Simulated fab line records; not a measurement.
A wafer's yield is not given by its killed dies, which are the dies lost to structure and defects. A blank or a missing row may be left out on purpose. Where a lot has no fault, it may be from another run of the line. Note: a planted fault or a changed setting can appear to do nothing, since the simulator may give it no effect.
fab line records | flow n5-finfet
record: lots: 10 wafers: 28 last-day: 19
route steps=1938 shown BEOL_M4@1023 PASSIVATION@1936
lots that met no fault: from a run of the same line without faults
start-h: start of the lot's first displayed wafer, in hours after the record's first day | wait-h: how many hours have passed since the lot's step before this one | " same as the row above | L1.1+2: a single row standing in for several wafers | - value missing, or start not given | * or withheld: withheld | < > ~ a bound
route shown NAME@n: NAME is a module with steps in the file, n the number in the route of the first one | usual: mean and standard deviation over wafers with no fault | same: alike in all rows | chamber/n: place in a boat | sites: readings site by site | _std_site: the standard deviation of these | _edge_site: outer sites' mean less inner sites' | radius-mm: for every site, how far away it sits from the centre of the wafer | mask NAME#n: copy n | behind: tool/chamber where the wafer was last shaped | hold: reason for holding the lot/hours on hold/outcome of the hold | device: the transistor (n, p or np) that didn't switch | end of line: tests run on the same wafers once the route is complete | a step without rows: its recipe alone | killed: at the first sort, the dies lost to defects and structure; wafer yield is something else | map: per-die view of a wafer (x killed, . not killed, _ where there is no die)
set.NAME: the setting as run; set.NAME@STEP: as run at that earlier step | model.NAME: the simulator's own value behind a step, which no gauge read
route steps across a sampled set of lots; one table per step, one row per wafer
services: from which hour (start-h, from the record's first day; less than 0 if before it) a tool's chamber was out of use, for how many hours, and why
== steps ==
step: N5_BEOL_M4_PECVD_72
recipe: material: SiO2 target-thk-a: 160 temp-c: 400 precursor: TEOS/O2 pressure-torr: 5.5 rf-w: 450 teos-flow-sccm: 53.8 gas: O2 flow-sccm: 3000 time-s: 18
usual: heater-power-w: 695/99 showerhead-plenum-p-Torr: 8.80/0.063 throttle-valve-pct: 22.0/0.85
columns lot.wafer tool chamber start-h wait-h heater-power-w showerhead-plenum-p-Torr throttle-valve-pct
L350.1 pecvd-02 1 174.42 0.0 660 8.81 21.9
L350.2 " 2 " " 852 8.82 21.3
L350.6 " 2 " " 870 8.82 21.4
L353.3 pecvd-02 1 179.69 0.0 592 8.81 21.8
L353.5 " 1 " " 609 8.79 21.7
L355.2 pecvd-02 1 190.66 0.0 666 8.80 21.7
L355.5 " 0 " " 698 8.77 22.7
L355.6 " 1 " " 657 8.78 21.8
L357.2 pecvd-02 2 201.84 0.0 890 8.81 21.4
L357.4 " 0 " " 811 8.79 22.3
L357.5 " 2 " " 862 8.81 21.4
L359.1 pecvd-04 0 244.16 0.0 491 8.90 23.4
L359.5 " 0 " " 500 8.90 23.4
L359.6 " 1 " " 637 8.75 23.0
L362.1 pecvd-02 0 272.20 0.0 738 8.77 22.4
L362.5 " 0 " " 695 8.74 22.5
L362.6 " 2 " " 891 8.80 21.5
L365.4 pecvd-01 1 275.12 0.1 697 8.74 23.0
L365.5 " 2 " " 579 8.71 22.0
L365.6 " 0 " " 815 8.86 20.4
L366.2 pecvd-02 0 276.78 0.0 806 8.77 22.0
L366.4 " 1 " " 703 8.77 21.8
L371.1 pecvd-02 0 320.34 0.0 752 8.78 22.4
L371.5 " 0 " " 755 8.79 22.3
L371.6 " 2 " " 863 8.81 21.8
L372.1 pecvd-02 0 331.59 0.0 851 8.79 22.1
L372.3 " 1 " " 615 8.79 21.9
L372.5 " 0 " " 664 8.75 22.2
step: N5_BEOL_M4_SPUTTER_86
recipe: material: Cu target-thk-a: 45 temp-c: -20 chamber-pressure-pa: 0.07 power-w: withheld time-s: 8.29
usual: throttle-valve-pct: 30.3/1.2
same: time-s: 8.29
columns lot.wafer tool chamber start-h wait-h throttle-valve-pct
L350.1 pvd-sputter-01 - 183.14 0.1 29.9
L350.2 " - " " 33.2
L350.6 " - " " 33.2
L353.3 pvd-sputter-03 - 189.83 0.1 30.2
L353.5 " - " " 29.1
L355.2 pvd-sputter-03 - 209.02 0.1 29.1
L355.5 " - " " 29.0
L355.6 " - " " 31.4
L357.2 pvd-sputter-01 - 235.24 0.1 29.7
L357.4 " - " " 31.5
L357.5 " - " " 30.7
L359.1 pvd-sputter-03 - 252.24 0.1 29.1
L359.5 " - " " 30.4
L359.6 " - " " 31.3
L362.1 pvd-sputter-01 - 287.29 0.1 33.2
L362.5 " - " " 30.5
L362.6 " - " " 31.5
L365.4 pvd-sputter-03 - 296.10 0.1 29.1
L365.5 " - " " 30.9
L365.6 " - " " 30.4
L366.2 pvd-sputter-02 - 297.62 0.1 31.6
L366.4 " - " " 29.7
L371.1 pvd-sputter-01 - 331.56 0.1 31.4
L371.5 " - " " 30.8
L371.6 " - " " 31.5
L372.1 pvd-sputter-03 - 345.50 0.1 29.3
L372.3 " - " " 29.3
L372.5 " - " " 29.2
step: N5_BEOL_M4_ANNEAL_51
recipe: temp-c: 225 time-s: 90 ambient: N2
usual: wafer_temp_C_max: 226.10/0.25
same: time-s: 90
columns lot.wafer tool chamber start-h wait-h wafer_temp_C_max
L350.1 rtp-anneal-02 0 184.44 0.1 226.18
L350.2 " 0 " " 226.12
L350.6 " 0 " " 226.49
L353.3 rtp-anneal-02 0 191.88 0.8 226.17
L353.5 " 0 " " 226.73
L355.2 rtp-anneal-01 0 212.59 0.1 226.12
L355.5 " 0 " " 226.14
L355.6 " 0 " " 225.93
L357.2 rtp-anneal-01 0 236.58 0.1 225.73
L357.4 " 0 " " 225.88
L357.5 " 0 " " 225.46
L359.1 rtp-anneal-02 0 253.54 0.1 226.46
L359.5 " 0 " " 226.12
L359.6 " 0 " " 226.35
L362.1 rtp-anneal-01 0 288.58 0.1 226.02
L362.5 " 0 " " 225.84
L362.6 " 0 " " 226.11
L365.4 rtp-anneal-01 0 297.53 0.2 226.46
L365.5 " 0 " " 225.97
L365.6 " 0 " " 226.30
L366.2 rtp-anneal-02 0 298.96 0.1 226.24
L366.4 " 0 " " 225.82
L371.1 rtp-anneal-02 0 332.90 0.1 225.94
L371.5 " 0 " " 226.37
L371.6 " 0 " " 226.58
L372.1 rtp-anneal-01 0 346.79 0.1 225.89
L372.3 " 0 " " 225.96
L372.5 " 0 " " 226.06
step: N5_BEOL_M4_CMP_52
recipe: stop-on: SiOC t-overpolish-s: 6.8 down-force-psi: 1 platen-rpm: 50 clearing-platen-down-force-psi: 1.5 clearing-platen-rpm: 50 post-cmp-clean: cu-alkaline target-thk-nm: 40 clearing-platen-pad-velocity-m-s: 0.99484 pad-velocity-m-s: 0.99484
usual: barrier-field-endpoint-s: 25.0/0.68 motor-current-A: 5.8/0.33
columns lot.wafer tool chamber start-h wait-h barrier-field-endpoint-s motor-current-A
L350.1 cmp-04 1 184.77 0.3 24.7 5.3
L350.2 " 2 " " 25.5 5.4
L350.6 " 1 " " 25.5 5.5
L353.3 cmp-03 0 192.22 0.3 25.5 5.5
L353.5 " 1 " " 25.0 5.9
L355.2 cmp-03 1 212.92 0.3 34.2 6.2
L355.5 " 1 " " 26.4 6.4
L355.6 " 2 " " 35.8 5.9
L357.4 cmp-02 2 236.87 0.2 24.9 5.8
L357.2 " 3 " " 33.7 5.8
L357.5 " 2 " " 24.5 5.9
L359.1 cmp-02 0 253.87 0.3 25.2 5.9
L359.5 " 3 " " 24.4 5.7
L359.6 " 0 " " 25.1 5.9
L362.1 cmp-04 1 288.96 0.3 24.6 5.5
L362.5 " 3 " " 24.0 6.2
L362.6 " 0 " " 25.0 6.1
L365.4 cmp-02 2 297.73 0.2 23.7 6.1
L365.6 " 1 " " 23.9 5.6
L365.5 " 2 " " 24.0 5.8
L366.4 cmp-04 0 299.21 0.1 25.1 6.0
L366.2 " 2 " " 25.2 5.1
L371.1 cmp-04 2 333.20 0.3 25.6 5.0
L371.5 " 2 " " 25.1 5.4
L371.6 " 3 " " 25.2 6.4
L372.1 cmp-03 2 347.14 0.3 24.4 6.1
L372.3 " 0 " " 24.7 5.6
L372.5 " 2 " " 25.1 6.2
step: N5_BEOL_M4_PRE_CLEAN_60
recipe: gas: NH3/H2 time-s: 15 temp-c: * rf-power-w: 300
usual: heater-power-w: 87/23
same: time-s: 15
columns lot.wafer tool chamber start-h wait-h heater-power-w
L350.1 cvd-co-01 2 185.07 0.0 115
L350.2 " 1 " " 79
L350.6 " 0 " " 76
L353.3 cvd-co-02 0 192.45 0.0 42
L353.5 " 0 " " 41
L355.2 cvd-co-01 2 213.25 0.0 117
L355.5 " 2 " " 115
L355.6 " 1 " " 78
L357.2 cvd-co-01 0 237.16 0.0 79
L357.4 " 1 " " 78
L357.5 " 2 " " 117
L359.1 cvd-co-01 0 254.17 0.0 78
L359.5 " 2 " " 117
L359.6 " 1 " " 76
L362.1 cvd-co-01 0 289.21 0.0 79
L362.5 " 2 " " 118
L362.6 " 1 " " 78
L365.4 cvd-co-01 0 298.04 0.1 79
L365.5 " 2 " " 119
L365.6 " 1 " " 77
L366.2 cvd-co-01 2 299.56 0.0 119
L366.4 " 0 " " 77
L371.1 cvd-co-01 2 333.53 0.0 120
L371.5 " 2 " " 118
L371.6 " 0 " " 76
L372.1 cvd-co-02 1 347.44 0.0 111
L372.3 " 2 " " 82
L372.5 " 2 " " 82
step: N5_BEOL_M4_RC_MEAS_101
usual: DIBL_N: 36.5/1.9 DIBL_P: 36.4/2.2 IOFF_N: 0.17/0.034 IOFF_P: 0.21/0.036 ION_N: 678/12 ION_P: 462/7.1 SS_N: 71.7/0.61 SS_P: 73.4/0.71 VT_N: 249/3.5 VT_P: -251/3
columns lot.wafer tool chamber start-h wait-h DIBL_N[mV/V] DIBL_P[mV/V] IOFF_N[nA/um] IOFF_P[nA/um] ION_N[uA/um] ION_P[uA/um] SS_N[mV/dec] SS_P[mV/dec] VT_N[mV] VT_P[mV]
L350.1 prober-02 0 185.35 0.0 37.6 37.9 0.16 0.23 671 455 71.6 73.9 248 -250
L350.2 " 0 " " 40.3 40.5 0.23 0.27 691 471 71.8 75.4 243 -247
L350.6 " 0 " " 36.1 35.1 0.15 0.18 666 453 70.9 73.0 251 -253
L353.3 prober-01 0 193.03 0.3 34.2 34.7 0.15 0.20 675 464 70.5 72.9 249 -249
L353.5 " 0 " " 34.4 34.6 0.15 0.20 676 471 70.9 73.6 250 -248
L355.2 prober-01 0 213.71 0.2 38.0 36.3 0.18 0.21 679 458 71.9 73.6 250 -251
L355.5 " 0 " " 38.1 36.2 0.17 0.19 669 453 72.0 73.5 252 -255
L355.6 " 0 " " 36.9 36.1 0.16 0.21 676 461 71.0 73.4 248 -249
L357.2 prober-01 0 237.59 0.2 36.3 34.0 0.13 0.17 664 456 70.8 72.6 253 -258
L357.4 " 0 " " 36.0 33.9 0.13 0.16 671 453 70.9 73.0 252 -255
L357.5 " 0 " " 35.0 32.9 0.12 0.16 658 458 71.3 72.2 256 -256
L359.1 prober-02 0 254.45 0.0 34.8 36.8 0.14 0.22 680 472 71.0 72.4 249 -247
L359.5 " 0 " " 35.9 37.5 0.16 0.22 672 464 72.0 72.7 249 -249
L359.6 " 0 " " 38.4 41.5 0.22 0.30 706 483 72.2 73.6 243 -243
L362.1 prober-01 0 289.49 0.0 37.5 36.2 0.16 0.18 668 446 72.7 73.4 253 -259
L362.5 " 0 " " 38.6 39.0 0.19 0.22 682 451 71.7 73.4 247 -252
L362.6 " 0 " " 37.2 37.2 0.16 0.19 672 452 72.5 73.2 254 -253
L365.4 prober-02 0 298.76 0.5 36.8 35.1 0.16 0.19 683 464 71.6 73.5 249 -251
L365.5 " 0 " " 39.3 38.0 0.19 0.25 680 468 72.0 74.0 248 -248
L365.6 " 0 " " 36.1 33.2 0.14 0.16 671 451 71.9 73.2 252 -255
L366.2 prober-01 0 299.99 0.2 36.4 37.1 0.16 0.21 674 459 71.1 73.2 250 -251
L366.4 " 0 " " 36.3 36.7 0.17 0.21 700 474 71.9 73.1 247 -251
L371.1 prober-01 0 333.86 0.0 33.3 33.5 0.13 0.15 663 460 71.1 72.2 250 -253
L371.5 " 0 " " 37.5 38.2 0.19 0.21 677 459 72.0 73.9 248 -250
L371.6 " 0 " " 36.8 36.7 0.18 0.20 680 460 71.3 73.4 244 -252
L372.1 prober-01 0 347.71 0.0 36.4 35.3 0.16 0.21 669 459 71.8 73.7 250 -250
L372.3 " 0 " " 34.1 32.6 0.13 0.17 673 464 71.4 72.4 253 -253
L372.5 " 0 " " 34.1 32.6 0.13 0.18 676 466 71.1 73.0 251 -252
step: N5_PASSIVATION_PROBE_49
usual: defect-limited-yield: 91.0/1.5 killed_at_M0_to_M3: 35/11 killed_at_M4_up: 13/5 killed-at-contacts: 12/5.9 killed-at-front-end: 42/13 killed-at-other: 3/3.2 killed-dies: 106/18 killed-open: 69/13 killed-short: 35/8.9 sort_bin_5_function: 5.2/0.95 sort_bin_6_memory: 3.3/0.71 sort-n-pass: 1074/18 sort-yield-pct: 91.0/1.5
same: gross-dies: 1180 killed-at-back-side: 0 sort_bin_4_leakage[%]: 0 sort_bin_8_speed[%]: 0
columns lot.wafer tool chamber start-h wait-h defect-limited-yield[%] killed_at_M0_to_M3 killed_at_M4_up killed-at-contacts killed-at-front-end killed-at-other killed-dies killed-open killed-short sort_bin_5_function[%] sort_bin_6_memory[%] sort-n-pass sort-yield-pct[%]
L355.2 prober-02 - 320.09 0.1 92.0 40 9 11 27 7 94 64 29 5.3 2.3 1086 92.0
L355.5 prober-02 - 320.24 0.2 90.1 41 15 28 28 5 117 88 27 5.6 4.0 1063 90.1
L355.6 prober-02 - 320.29 0.3 93.0 30 11 17 21 4 83 57 25 4.9 1.9 1097 93.0
L362.1 prober-01 - 409.01 0.0 91.0 36 9 18 39 4 106 73 32 5.0 3.8 1074 91.0
L362.5 prober-01 - 409.21 0.2 89.5 26 11 14 71 2 124 91 30 6.1 4.2 1056 89.5
L362.6 prober-01 - 409.26 0.3 92.5 27 10 4 47 1 89 62 24 4.0 2.9 1091 92.5
L366.2 prober-02 - 414.14 0.1 91.0 49 9 5 41 2 106 62 42 6.3 2.5 1074 91.0
L366.4 prober-02 - 414.24 0.2 90.5 53 16 9 33 1 112 82 30 5.4 4.0 1068 90.5
L365.4 prober-02 - 420.57 0.2 91.1 42 6 17 38 2 105 68 37 6.0 2.7 1075 91.1
L365.5 prober-02 - 420.62 0.2 91.3 52 9 11 30 1 103 71 32 5.3 3.1 1077 91.3
L365.6 prober-02 - 420.67 0.3 89.8 46 12 16 46 0 120 77 37 6.6 2.8 1060 89.8
L371.1 prober-02 - 444.91 0.0 88.8 70 8 13 36 5 132 81 47 6.1 4.2 1048 88.8
L371.5 prober-02 - 445.11 0.2 92.4 38 17 8 22 5 90 62 28 5.0 2.3 1090 92.4
L371.6 prober-02 - 445.16 0.3 92.2 37 12 10 32 1 92 64 24 4.8 2.5 1088 92.2
L372.1 prober-02 - 465.08 0.0 92.5 29 14 13 32 0 88 60 27 4.3 3.1 1092 92.5
L372.3 prober-02 - 465.18 0.1 93.3 30 12 17 20 0 79 51 25 4.7 1.6 1101 93.3
L372.5 prober-02 - 465.28 0.2 92.4 26 11 12 37 4 90 53 33 4.5 2.6 1090 92.4
killed by level:class
L355.2 BEOL_M0_SAQP:geometric-particle:open=13 MOL_CONTACT_COAG:geometric-particle:open=8 BEOL_M0_SAQP:geometric-particle:short=7 BEOL_M3:geometric-particle:open=7 STI_FIN_REVEAL:geometric-particle:open=6 BEOL_M2:geometric-particle:open=5 FIN_SAQP:geometric-particle:open=4 GATE_CUT:geometric-particle:open=4
L355.5 MOL_CONTACT_COAG:geometric-particle:open=26 BEOL_M2:geometric-particle:open=15 BEOL_M0_SAQP:geometric-particle:open=10 BEOL_M0_SAQP:geometric-particle:short=7 GATE_CUT:geometric-particle:open=5 BEOL_M4:geometric-particle:open=5 FIN_SAQP:geometric-particle:open=4 STI_FIN_REVEAL:geometric-particle:open=3
L355.6 MOL_CONTACT_COAG:geometric-particle:open=17 BEOL_M2:geometric-particle:open=7 BEOL_M0_SAQP:geometric-particle:open=6 ILD0:geometric-particle:short=4 BEOL_M0_SAQP:geometric-particle:short=4 BEOL_M3:geometric-particle:open=4 BEOL_M1:geometric-particle:open=4 FIN_SAQP:geometric-particle:short=3
L362.1 MOL_CONTACT_COAG:geometric-particle:open=12 FIN_SAQP:geometric-particle:open=11 BEOL_M0_SAQP:geometric-particle:short=10 DUMMY_GATE:geometric-particle:open=9 FIN_SAQP:geometric-particle:short=6 BEOL_M0_SAQP:geometric-particle:open=6 BEOL_M1:geometric-particle:open=6 BEOL_M2:geometric-particle:open=6
L362.5 FIN_SAQP:geometric-particle:open=26 MOL_CONTACT_COAG:geometric-particle:open=13 FIN_SAQP:geometric-particle:short=9 STI_FIN_REVEAL:geometric-particle:open=9 DUMMY_GATE:geometric-particle:open=8 BEOL_M0_SAQP:geometric-particle:open=8 GATE_CUT:geometric-particle:short=5 BEOL_M3:geometric-particle:open=5
L362.6 FIN_SAQP:geometric-particle:open=12 DUMMY_GATE:geometric-particle:open=8 BEOL_M2:geometric-particle:open=8 BEOL_M4:geometric-particle:open=5 BEOL_M0_SAQP:geometric-particle:short=5 STARTING-WAFER:geometric-particle:short=4 MOL_CONTACT_COAG:geometric-particle:open=4 FIN_SAQP:geometric-particle:short=4
L366.2 FIN_SAQP:geometric-particle:open=13 BEOL_M0_SAQP:geometric-particle:short=10 FIN_SAQP:geometric-particle:short=7 BEOL_M0_SAQP:geometric-particle:open=7 BEOL_M3:geometric-particle:short=7 BEOL_M3:geometric-particle:open=6 BEOL_M1:geometric-particle:open=5 BEOL_M2:geometric-particle:open=5
L366.4 BEOL_M1:geometric-particle:open=12 BEOL_M0_SAQP:geometric-particle:open=12 BEOL_M3:geometric-particle:open=12 FIN_SAQP:geometric-particle:open=9 STI_FIN_REVEAL:geometric-particle:open=7 MOL_CONTACT_COAG:geometric-particle:open=7 BEOL_M4:geometric-particle:open=7 BEOL_M1:geometric-particle:short=6
L365.4 MOL_CONTACT_COAG:geometric-particle:open=14 FIN_SAQP:geometric-particle:open=13 BEOL_M0_SAQP:geometric-particle:open=11 BEOL_M1:geometric-particle:open=10 FIN_SAQP:geometric-particle:short=8 BEOL_M0_SAQP:geometric-particle:short=7 DUMMY_GATE:geometric-particle:open=6 BEOL_M1:geometric-particle:short=5
L365.5 BEOL_M0_SAQP:geometric-particle:open=18 BEOL_M0_SAQP:geometric-particle:short=11 BEOL_M3:geometric-particle:open=10 MOL_CONTACT_COAG:geometric-particle:open=9 FIN_SAQP:geometric-particle:open=8 FIN_SAQP:geometric-particle:short=4 STI_FIN_REVEAL:geometric-particle:open=4 BEOL_M1:geometric-particle:short=4
L365.6 FIN_SAQP:geometric-particle:open=17 FIN_SAQP:geometric-particle:short=13 MOL_CONTACT_COAG:geometric-particle:open=12 BEOL_M3:geometric-particle:open=12 BEOL_M0_SAQP:geometric-particle:short=7 BEOL_M0_SAQP:geometric-particle:open=6 BEOL_M1:geometric-particle:open=6 BEOL_M2:geometric-particle:open=5
L371.1 BEOL_M0_SAQP:geometric-particle:open=20 BEOL_M0_SAQP:geometric-particle:short=13 MOL_CONTACT_COAG:geometric-particle:open=11 BEOL_M2:geometric-particle:open=11 STI_FIN_REVEAL:geometric-particle:open=10 BEOL_M1:geometric-particle:open=10 BEOL_M1:geometric-particle:short=6 FIN_SAQP:geometric-particle:short=5
L371.5 BEOL_M1:geometric-particle:open=10 BEOL_M0_SAQP:geometric-particle:short=9 BEOL_M0_SAQP:geometric-particle:open=8 BEOL_M3:geometric-particle:open=8 MOL_CONTACT_COAG:geometric-particle:open=6 BEOL_M4:geometric-particle:open=6 FIN_SAQP:geometric-particle:open=5 FIN_SAQP:geometric-particle:short=4
L371.6 BEOL_M0_SAQP:geometric-particle:open=13 MOL_CONTACT_COAG:geometric-particle:open=9 FIN_SAQP:geometric-particle:short=7 BEOL_M3:geometric-particle:open=7 STI_FIN_REVEAL:geometric-particle:open=6 BEOL_M0_SAQP:geometric-particle:short=6 STI_FIN_REVEAL:geometric-particle:short=5 BEOL_M1:geometric-particle:open=5
L372.1 MOL_CONTACT_COAG:geometric-particle:open=12 BEOL_M0_SAQP:geometric-particle:open=10 BEOL_M0_SAQP:geometric-particle:short=7 BEOL_M2:geometric-particle:open=6 FIN_SAQP:geometric-particle:open=5 FIN_SAQP:geometric-particle:short=5 STI_FIN_REVEAL:geometric-particle:open=5 GATE_CUT:geometric-particle:short=5
L372.3 MOL_CONTACT_COAG:geometric-particle:open=13 BEOL_M2:geometric-particle:open=6 BEOL_M2:geometric-particle:short=6 FIN_SAQP:geometric-particle:short=5 MOL_CONTACT_COAG:geometric-particle:short=4 BEOL_M0_SAQP:geometric-particle:short=4 BEOL_M4:geometric-particle:open=4 FIN_SAQP:geometric-particle:open=3
L372.5 MOL_CONTACT_COAG:geometric-particle:open=11 FIN_SAQP:geometric-particle:short=10 FIN_SAQP:geometric-particle:open=6 BEOL_M0:geometric-particle:short=5 BEOL_M2:geometric-particle:open=5 BEOL_M3:geometric-particle:open=5 ILD0:geometric-particle:short=3 BEOL_M0_SAQP:geometric-particle:open=3
== services ==
columns tool chamber start-h hours kind
cmp-03 - 153.70 4.0 pm
pvd-sputter-03 - 157.03 5.4 repair
cmp-04 - 168.18 4.9 pm
cvd-co-01 - 178.62 0.5 repair
pecvd-02 - 203.84 3.3 repair
cmp-02 - 204.19 4.0 pm
pecvd-02 0 207.51 13.8 repair
cmp-02 - 217.95 6.6 repair
cvd-co-01 - 219.89 0.2 repair
pvd-sputter-02 - 229.10 4.9 repair
pecvd-04 0 245.24 6.4 repair
cmp-04 - 250.04 4.0 pm
pvd-sputter-01 - 264.67 2.1 repair
cmp-03 - 265.54 4.3 pm
cmp-04 - 268.18 0.3 repair
cvd-co-02 - 293.87 0.9 repair
pecvd-02 - 299.94 5.5 pm
pecvd-01 0 310.77 1.8 repair
pecvd-04 1 321.81 5.6 repair
pecvd-02 - 323.14 0.7 repair
pecvd-01 - 326.53 0.5 repair
pecvd-01 - 330.65 0.3 repair
cmp-04 - 330.66 0.8 repair
pecvd-01 - 332.47 1.4 repair
== key ==
first-sign: step: N5_BEOL_M4_CMP_52 reading: barrier-field-endpoint-s direction: up sigmas: 14 usual: 25.0 struck: 34.6
effect none on later readings
met-at N5_BEOL_M4_PECVD_72
struck-lots L355,L357
struck-wafers L355.2,L355.6,L357.2
not-acting-at N5_BEOL_M4_SPUTTER_86,N5_BEOL_M4_ANNEAL_51,N5_BEOL_M4_PRE_CLEAN_60
onset-between 179.69 190.66
fault: kind: process-parameter-drift tool: pecvd-02 chamber: - onset-h: 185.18 steps: N5_BEOL_M4_PECVD_72 channel: time-s offset: * shape: step end-h: 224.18 scope: struck-wafers-only acts-in: * stated: *
